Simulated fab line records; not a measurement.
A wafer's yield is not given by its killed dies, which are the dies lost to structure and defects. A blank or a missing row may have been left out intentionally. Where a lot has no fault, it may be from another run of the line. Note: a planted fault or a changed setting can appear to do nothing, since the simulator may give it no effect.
Matching of chambers	flow nand_harc	NHARC_A_CHANNEL_FILL_D2_ALD_16 on ald_hk-03 has 4 sister chambers
The step deposits SiO2, target thk 1.5 nm, pulse time 10 s, ald cycles 15. 8 wafers are shown with their chamber, then 10 later ones without.

## WAFERS WITH THEIR CHAMBER
wafer	chamber	heater_power_w (W)	precursor_pulse_height_rel
L080.1	0	469	0.975
L080.3	1	517	0.973
L080.5	3	455	0.969
L082.1	1	494	1.002
L082.2	3	469	1.000
L082.4	2	442	0.960
L083.1	0	485	0.994
L083.2	2	485	1.014

## WAFERS WHOSE CHAMBER IS MISSING
wafer	heater_power_w (W)	precursor_pulse_height_rel
L083.6	497	1.056
L091.1	482	1.003
L091.2	485	1.008
L091.3	447	0.978
L091.4	465	1.028
L091.5	492	0.987
L091.6	474	1.000
L097.1	439	0.995
L097.3	483	0.993
L097.6	453	0.970

## CHAMBER TAKEN BY EACH
wafer	from the rows above	in truth
L083.6	can't be placed: 1 or 0 or 2 or 3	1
L091.1	can't be placed: 0 or 2 or 3 or 1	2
L091.2	can't be placed: 0 or 1 or 2 or 3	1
L091.3	can't be placed: 3 or 2 or 0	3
L091.4	can't be placed: 2 or 3 or 0 or 1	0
L091.5	can't be placed: 1 or 0 or 2 or 3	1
L091.6	can't be placed: 0 or 2 or 3 or 1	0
L097.1	can't be placed: 3 or 2 or 0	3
L097.3	can't be placed: 0 or 2 or 3 or 1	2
L097.6	can't be placed: 3 or 2 or 0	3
Placed correctly: 0 of 10. Cannot be placed on the basis of these rows: 10; the candidates contain the true chamber in 10. Number placed wrongly: 0.
How it was worked out, from the rows above alone: a wafer's distance from a chamber is the root of the sum, over the readings, of the square of ((its reading less the chamber's mean) divided by the reading's scatter). The wafer belongs to the nearest chamber; if the next one is less than 2 further off, it can't be placed. The mean given for a chamber averages the wafers shown for that chamber. How the scatter is found: for the shown wafers, subtract from each reading the mean of its chamber, square and add these, divide the total by (wafers less chambers), then take the root.
